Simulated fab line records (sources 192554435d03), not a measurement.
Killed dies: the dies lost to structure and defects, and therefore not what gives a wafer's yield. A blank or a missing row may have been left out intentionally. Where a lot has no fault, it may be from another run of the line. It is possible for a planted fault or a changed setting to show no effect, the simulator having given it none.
fab line records + flow n5Finfet + part 2 of 2: steps 5 to 6 of 6
record
- lots=21
- wafers=63
- lastDay=18
route steps=1938 shown HKMG_FIN@438 GATE_CUT@465
lots untouched by any fault: they come from a run of this same line in which no faults occurred
startH: start of the lot's first displayed wafer, in hours after the record's first day + waitH: hours from the lot's prior step to this one + " unchanged from the row above + L1.1+2: a row that stands for several wafers + - no value, or no start was given + * or withheld: withheld + < > ~ a bound
route shown NAME@n: names a module that has steps shown in the file, with the first one's number in the route + usual: mean and standard deviation over wafers with no fault + same: alike in all rows + chamber/n: place in a boat + sites: each site's reading + _std_site: their standard deviation + _edge_site: mean of outer sites minus mean of inner sites + radiusMm: for every site, how far away it sits from the centre of the wafer + mask NAME#n: copy n + behind: tool/chamber where the wafer was last shaped + hold: reason for holding the lot/hours on hold/outcome of the hold + device: names the non-switching transistor (n, p or np) + end of line: the same wafers' tests at the end of the route + a step without rows: its recipe alone + killed: not the wafer's yield, but the dies lost to structure and defects at the first sort + map: dies across one wafer; x = killed, . = not, _ = none there
set.NAME: the setting that was run; set.NAME@STEP: the one run at that earlier step + model.NAME: the simulator's own value behind a step, which no gauge read
route steps across a sampled set of lots; one table per step, one row per wafer
services: when a tool's chamber went out of use (startH, in hours from the record's first day, below 0 if earlier), for how many hours, and the reason
## steps
# step N5_GATE_CUT_OVL_MEAS_14
# recipe
- pointsPerWafer=522
# usual
- GATE_CUT_OVL=0.0/0.68
| lot.wafer | tool       | chamber | startH | waitH | GATE_CUT_OVL[nm] |
|-----------|------------|---------|--------|-------|------------------|
| L074.1    | overlay-01 | 0       | 83.40  | 0.0   | 0.6              |
| L074.2    | "          | 0       | "      | "     | -0.2             |
| L074.5    | "          | 0       | "      | "     | 0.2              |
| L076.1    | overlay-02 | 0       | 93.06  | 0.0   | 0.6              |
| L076.2    | "          | 0       | "      | "     | 0.5              |
| L076.3    | "          | 0       | "      | "     | 1.6              |
| L077.3    | overlay-02 | 0       | 100.38 | 0.0   | 0.2              |
| L077.4    | "          | 0       | "      | "     | 0.1              |
| L077.5    | "          | 0       | "      | "     | -0.1             |
| L078.1    | overlay-02 | 0       | 109.47 | 0.0   | -0.4             |
| L078.3    | "          | 0       | "      | "     | -0.2             |
| L078.4    | "          | 0       | "      | "     | 0.1              |
| L080.2    | overlay-02 | 0       | 117.32 | 0.0   | 1.1              |
| L080.3    | "          | 0       | "      | "     | 0.6              |
| L080.4    | "          | 0       | "      | "     | 0.7              |
| L081.1    | overlay-01 | 0       | 126.41 | 0.0   | 0.2              |
| L081.3    | "          | 0       | "      | "     | 1.2              |
| L081.6    | "          | 0       | "      | "     | 0.9              |
| L082.1    | overlay-01 | 0       | 134.38 | 0.0   | -0.2             |
| L082.3    | "          | 0       | "      | "     | -0.2             |
| L082.4    | "          | 0       | "      | "     | 0.1              |
| L083.2    | overlay-02 | 0       | 137.80 | 0.0   | 0.5              |
| L083.3    | "          | 0       | "      | "     | 0.1              |
| L083.6    | "          | 0       | "      | "     | 0.4              |
| L084.3    | overlay-02 | 0       | 143.24 | 0.0   | 1.2              |
| L084.5    | "          | 0       | "      | "     | 1.1              |
| L084.6    | "          | 0       | "      | "     | 0.0              |
| L085.1    | overlay-01 | 0       | 150.40 | 0.0   | 0.1              |
| L085.2    | "          | 0       | "      | "     | -0.6             |
| L085.6    | "          | 0       | "      | "     | 0.6              |
| L086.3    | overlay-02 | 0       | 160.04 | 0.0   | 0.3              |
| L086.4    | "          | 0       | "      | "     | 0.3              |
| L086.5    | "          | 0       | "      | "     | -0.8             |
| L087.3    | overlay-01 | 0       | 164.83 | 0.0   | -1.7             |
| L087.4    | "          | 0       | "      | "     | -1.2             |
| L087.5    | "          | 0       | "      | "     | -1.7             |
| L088.1    | overlay-01 | 0       | 169.14 | 0.0   | -0.3             |
| L088.2    | "          | 0       | "      | "     | 0.2              |
| L088.5    | "          | 0       | "      | "     | 0.3              |
| L089.2    | overlay-01 | 0       | 172.77 | 0.0   | -0.9             |
| L089.5    | "          | 0       | "      | "     | 0.4              |
| L089.6    | "          | 0       | "      | "     | -0.2             |
| L090.4    | overlay-02 | 0       | 185.55 | 0.0   | -0.1             |
| L090.5    | "          | 0       | "      | "     | 1.1              |
| L090.6    | "          | 0       | "      | "     | 0.2              |
| L091.1    | overlay-02 | 0       | 185.57 | 0.0   | 0.0              |
| L091.3    | "          | 0       | "      | "     | -0.1             |
| L091.6    | "          | 0       | "      | "     | 0.7              |
| L092.1    | overlay-01 | 0       | 192.56 | 0.0   | -1.2             |
| L092.2    | "          | 0       | "      | "     | -1.0             |
| L092.5    | "          | 0       | "      | "     | -0.3             |
| L093.1    | overlay-02 | 0       | 200.87 | 0.0   | 0.7              |
| L093.4    | "          | 0       | "      | "     | 0.6              |
| L093.5    | "          | 0       | "      | "     | -0.1             |
| L094.2    | overlay-02 | 0       | 203.67 | 0.0   | -0.7             |
| L094.3    | "          | 0       | "      | "     | -0.9             |
| L094.4    | "          | 0       | "      | "     | -1.0             |
| L096.1    | overlay-01 | 0       | 217.04 | 0.0   | -0.8             |
| L096.3    | "          | 0       | "      | "     | -0.3             |
| L096.5    | "          | 0       | "      | "     | -1.3             |
| L097.2    | overlay-02 | 0       | 222.57 | 0.0   | -1.1             |
| L097.4    | "          | 0       | "      | "     | -1.3             |
| L097.5    | "          | 0       | "      | "     | -1.0             |
# step N5_GATE_CUT_DESCUM_18
# recipe
- chemistry=O2
- timeS=7
- sourcePowerW=50
- biasPowerW=20
- pressureMtorr=20
- rfFrequencyHz=2.712e+07
- tempC=40
- resist=CAR-EUV
- o2FlowSccm=225
# usual
- chamberPressureMTorr=19.998/0.019
- drypumpMotorCurrentA=5.8/0.44
- o2FlowSccm=225.1/0.71
- oesProductAu=0.73/0.042
- rfVppV=243.7/1.2
- showerheadPlenumPTorr=2.14/0.058
- throttleValvePct=20.53/0.17
| lot.wafer | tool       | chamber | startH | waitH | chamberPressureMTorr | drypumpMotorCurrentA | o2FlowSccm | oesProductAu | rfHoursCounterH | rfVppV | showerheadPlenumPTorr | throttleValvePct |
|-----------|------------|---------|--------|-------|----------------------|----------------------|------------|--------------|-----------------|--------|-----------------------|------------------|
| L074.1    | rieDiel-03 | 1       | 83.49  | 0.0   | 20.011               | 6.4                  | 226.2      | 0.69         | 215             | 244.5  | 2.15                  | 20.47            |
| L074.2    | "          | 0       | "      | "     | 19.987               | 5.9                  | 224.1      | 0.75         | 156             | 245.3  | 2.17                  | 20.38            |
| L074.5    | "          | 0       | "      | "     | 20.009               | 5.9                  | 224.3      | 0.73         | -               | 243.2  | 2.17                  | 20.37            |
| L076.1    | rieDiel-03 | 3       | 93.16  | 0.0   | 19.994               | 5.9                  | 225.5      | 0.70         | 191             | 245.4  | 2.16                  | 20.76            |
| L076.2    | "          | 1       | "      | "     | 20.044               | 6.5                  | 225.1      | 0.70         | 217             | 243.2  | 2.15                  | 20.48            |
| L076.3    | "          | 0       | "      | "     | 20.002               | 5.9                  | 224.7      | 0.75         | 158             | 244.9  | 2.17                  | 20.38            |
| L077.3    | rieDiel-06 | 2       | 100.46 | 0.0   | 20.040               | 6.7                  | 224.7      | 0.82         | 109             | 243.2  | 2.03                  | 20.42            |
| L077.4    | "          | 1       | "      | "     | 20.010               | 5.7                  | 225.3      | 0.71         | 179             | 243.1  | 2.19                  | 20.30            |
| L077.5    | "          | 1       | "      | "     | 20.008               | 5.7                  | 226.5      | 0.71         | -               | 243.1  | 2.19                  | 20.29            |
| L078.1    | rieDiel-03 | 1       | 109.90 | 0.4   | 20.008               | 6.4                  | 224.8      | 0.69         | 223             | 243.8  | 2.15                  | 20.50            |
| L078.3    | "          | 2       | "      | "     | 20.001               | 5.6                  | 225.3      | 0.81         | 80              | 243.5  | 2.14                  | 20.75            |
| L078.4    | "          | 1       | "      | "     | 20.032               | 6.4                  | 224.4      | 0.69         | -               | 245.2  | 2.15                  | 20.49            |
| L080.2    | rieDiel-06 | 1       | 117.40 | 0.0   | 19.969               | 5.7                  | 224.8      | 0.71         | 183             | 243.7  | 2.18                  | 20.32            |
| L080.3    | "          | 0       | "      | "     | 19.979               | 5.7                  | 223.6      | 0.72         | 181             | 243.9  | 2.20                  | 20.50            |
| L080.4    | "          | 2       | "      | "     | 20.000               | 6.7                  | 225.5      | 0.81         | 115             | 242.6  | 2.03                  | 20.44            |
| L081.1    | rieDiel-06 | 2       | 126.51 | 0.0   | 19.984               | 6.7                  | 224.2      | 0.82         | 118             | 240.2  | 2.03                  | 20.44            |
| L081.3    | "          | 3       | "      | "     | 20.004               | 5.1                  | 224.8      | 0.75         | 188             | 242.9  | 2.00                  | 20.60            |
| L081.6    | "          | 1       | "      | "     | 19.995               | 5.7                  | 226.5      | 0.71         | -               | 243.1  | 2.18                  | 20.32            |
| L082.1    | rieDiel-06 | 3       | 134.48 | 0.0   | 19.986               | 5.2                  | 225.5      | 0.75         | 191             | 241.8  | 2.00                  | 20.60            |
| L082.3    | "          | 0       | "      | "     | 20.044               | 5.7                  | 225.2      | 0.71         | 184             | 243.3  | 2.20                  | 20.51            |
| L082.4    | "          | 1       | "      | "     | 20.008               | 5.7                  | 226.2      | 0.70         | 190             | 243.5  | 2.18                  | 20.31            |
| L083.2    | rieDiel-06 | 0       | 137.89 | 0.0   | 20.012               | 5.7                  | 224.0      | 0.71         | 184             | 243.9  | 2.20                  | 20.51            |
| L083.3    | "          | 3       | "      | "     | 19.993               | 5.2                  | 224.4      | 0.75         | 191             | 243.0  | 2.00                  | 20.59            |
| L083.6    | "          | 1       | "      | "     | 19.982               | 5.7                  | 225.7      | 0.70         | -               | 244.7  | 2.18                  | 20.32            |
| L084.3    | rieDiel-03 | 3       | 143.32 | 0.0   | 20.031               | 5.9                  | 226.6      | 0.69         | 209             | 243.6  | 2.15                  | 20.79            |
| L084.5    | "          | 2       | "      | "     | 19.978               | 5.7                  | 224.9      | 0.80         | -               | 243.9  | 2.14                  | 20.78            |
| L084.6    | "          | 0       | "      | "     | 19.988               | 5.9                  | 225.3      | 0.73         | -               | 244.1  | 2.16                  | 20.41            |
| L085.1    | rieDiel-05 | 1       | 150.50 | 0.0   | 20.016               | 5.1                  | 224.1      | 0.71         | 182             | 245.9  | 2.17                  | 20.59            |
| L085.2    | "          | 0       | "      | "     | 19.994               | 5.3                  | 225.1      | 0.77         | 148             | 245.6  | 2.18                  | 20.16            |
| L085.6    | "          | 2       | "      | "     | 19.962               | 6.4                  | 225.1      | 0.75         | -               | 243.9  | 2.18                  | 20.36            |
| L086.3    | rieDiel-03 | 0       | 160.12 | 0.0   | 20.027               | 5.9                  | 224.4      | 0.73         | 181             | 244.2  | 2.16                  | 20.40            |
| L086.4    | "          | 0       | "      | "     | 20.020               | 5.9                  | 224.8      | 0.73         | -               | 244.7  | 2.16                  | 20.40            |
| L086.5    | "          | 2       | "      | "     | 19.982               | 5.6                  | 224.9      | 0.79         | -               | 243.0  | 2.13                  | 20.77            |
| L087.3    | rieDiel-03 | 3       | 164.91 | 0.0   | 19.990               | 5.9                  | 225.7      | 0.69         | 217             | 243.4  | 2.15                  | 20.79            |
| L087.4    | "          | 3       | "      | "     | 20.004               | 5.9                  | 224.7      | 0.69         | -               | 243.9  | 2.15                  | 20.79            |
| L087.5    | "          | 0       | "      | "     | 20.004               | 5.9                  | 225.0      | 0.72         | -               | 244.6  | 2.16                  | 20.43            |
| L088.1    | rieDiel-05 | 2       | 169.23 | 0.0   | 20.017               | 6.3                  | 225.8      | 0.73         | 199             | 243.6  | 2.17                  | 20.37            |
| L088.2    | "          | 0       | "      | "     | 20.012               | 5.3                  | 224.2      | 0.76         | 153             | 243.4  | 2.17                  | 20.16            |
| L088.5    | "          | 1       | "      | "     | 20.005               | 5.1                  | 224.4      | 0.71         | -               | 244.5  | 2.17                  | 20.59            |
| L089.2    | rieDiel-05 | 1       | 172.86 | 0.0   | 19.959               | 5.1                  | 226.9      | 0.70         | 189             | 243.2  | 2.17                  | 20.61            |
| L089.5    | "          | 1       | "      | "     | 20.021               | 5.1                  | 226.1      | 0.71         | -               | 245.2  | 2.17                  | 20.58            |
| L089.6    | "          | 2       | "      | "     | 20.011               | 6.4                  | 225.3      | 0.72         | -               | 243.5  | 2.17                  | 20.38            |
| L090.4    | rieDiel-03 | 3       | 185.62 | 0.0   | 19.998               | 5.9                  | 225.4      | 0.68         | 224             | 245.0  | 2.15                  | 20.81            |
| L090.5    | "          | 2       | "      | "     | 20.000               | 5.6                  | 224.4      | 0.78         | -               | 242.4  | 2.13                  | 20.80            |
| L090.6    | "          | 3       | "      | "     | 19.991               | 5.9                  | 225.3      | 0.69         | -               | 244.0  | 2.15                  | 20.79            |
| L091.1    | rieDiel-06 | 1       | 185.70 | 0.1   | 19.964               | 5.7                  | 224.3      | 0.70         | 204             | 243.2  | 2.18                  | 20.36            |
| L091.3    | "          | 3       | "      | "     | 19.976               | 5.2                  | 223.9      | 0.74         | 205             | 241.1  | 2.00                  | 20.60            |
| L091.6    | "          | 0       | "      | "     | 19.999               | 5.7                  | 224.8      | 0.70         | -               | 244.2  | 2.20                  | 20.54            |
| L092.1    | rieDiel-03 | 3       | 192.65 | 0.0   | 20.006               | 5.9                  | 224.3      | 0.68         | 227             | 245.0  | 2.15                  | 20.81            |
| L092.2    | "          | 1       | "      | "     | 20.009               | 6.4                  | 225.6      | 0.67         | 236             | 243.5  | 2.14                  | 20.50            |
| L092.5    | "          | 2       | "      | "     | 19.981               | 5.6                  | 225.6      | 0.77         | -               | 245.4  | 2.13                  | 20.81            |
| L093.1    | rieDiel-03 | 1       | 200.96 | 0.0   | 19.997               | 6.4                  | 224.7      | 0.68         | 238             | 243.4  | 2.14                  | 20.52            |
| L093.4    | "          | 3       | "      | "     | 19.975               | 5.9                  | 224.6      | 0.67         | 229             | 245.9  | 2.15                  | 20.80            |
| L093.5    | "          | 2       | "      | "     | 19.999               | 5.6                  | 224.1      | 0.77         | -               | 243.4  | 2.13                  | 20.82            |
| L094.2    | rieDiel-06 | 0       | 203.75 | 0.0   | 20.019               | 5.7                  | 224.3      | 0.69         | 204             | 243.4  | 2.19                  | 20.54            |
| L094.3    | "          | 3       | "      | "     | 19.981               | 5.2                  | 225.0      | 0.74         | 210             | 240.3  | 2.00                  | 20.63            |
| L094.4    | "          | 2       | "      | "     | 19.966               | 6.7                  | 225.5      | 0.78         | 140             | 242.4  | 2.02                  | 20.49            |
| L096.1    | rieDiel-05 | 3       | 217.17 | 0.1   | 20.020               | 6.1                  | 225.2      | 0.65         | 234             | 243.2  | 2.07                  | 20.58            |
| L096.3    | "          | 0       | "      | "     | 19.999               | 5.3                  | 226.4      | 0.75         | 166             | 243.4  | 2.17                  | 20.21            |
| L096.5    | "          | 2       | "      | "     | 19.997               | 6.3                  | 225.8      | 0.72         | -               | 243.3  | 2.17                  | 20.39            |
| L097.2    | rieDiel-06 | 1       | 222.66 | 0.0   | 20.017               | 5.7                  | 224.9      | 0.69         | 215             | 243.4  | 2.17                  | 20.36            |
| L097.4    | "          | 2       | "      | "     | 19.996               | 6.7                  | 226.1      | 0.77         | 145             | 241.9  | 2.02                  | 20.48            |
| L097.5    | "          | 3       | "      | "     | 20.035               | 5.2                  | 226.1      | 0.73         | -               | 242.8  | 1.99                  | 20.64            |
## services
| tool        | chamber | startH | hours | kind                        |
|-------------|---------|--------|-------|-----------------------------|
| rieMetal-01 | -       | 59.26  | 14.6  | pm                          |
| rieMetal-02 | -       | 67.43  | 4.0   | pm                          |
| rieMetal-01 | -       | 73.86  | 2.8   | pm                          |
| rieMetal-02 | -       | 75.03  | 0.2   | repair                      |
| rieMetal-01 | 0       | 80.59  | 20.1  | repair                      |
| rieMetal-03 | -       | 84.72  | 2.8   | pm                          |
| rieDiel-04  | 2       | 84.75  | 13.7  | repair                      |
| rieDiel-02  | 2       | 93.10  | -     | clean                       |
| rieDiel-02  | 2       | 93.10  | -     | consumableReplace:focusRing |
| rieDiel-02  | 2       | 93.10  | 19.4  | scheduledDown               |
| rieMetal-02 | -       | 107.56 | 2.8   | pm                          |
| rieDiel-03  | 0       | 109.28 | 3.0   | repair                      |
| rieDiel-01  | 0       | 114.92 | 6.0   | repair                      |
| rieDiel-06  | 0       | 119.35 | 10.0  | repair                      |
| rieDiel-05  | 0       | 124.31 | 6.9   | repair                      |
| rieDiel-03  | 1       | 127.54 | 46.7  | repair                      |
| cvdW-02     | -       | 136.19 | 0.2   | repair                      |
| rieDiel-05  | 3       | 136.41 | 7.8   | repair                      |
| rieMetal-01 | -       | 143.73 | 22.0  | repair                      |
| rieDiel-04  | 1       | 173.76 | 7.8   | repair                      |
| rieDiel-06  | -       | 182.23 | 2.8   | pm                          |
| rieMetal-01 | 1       | 183.54 | 40.6  | repair                      |
| cvdW-02     | -       | 211.13 | 0.9   | repair                      |
| rieDiel-02  | 2       | 220.06 | 5.1   | repair                      |
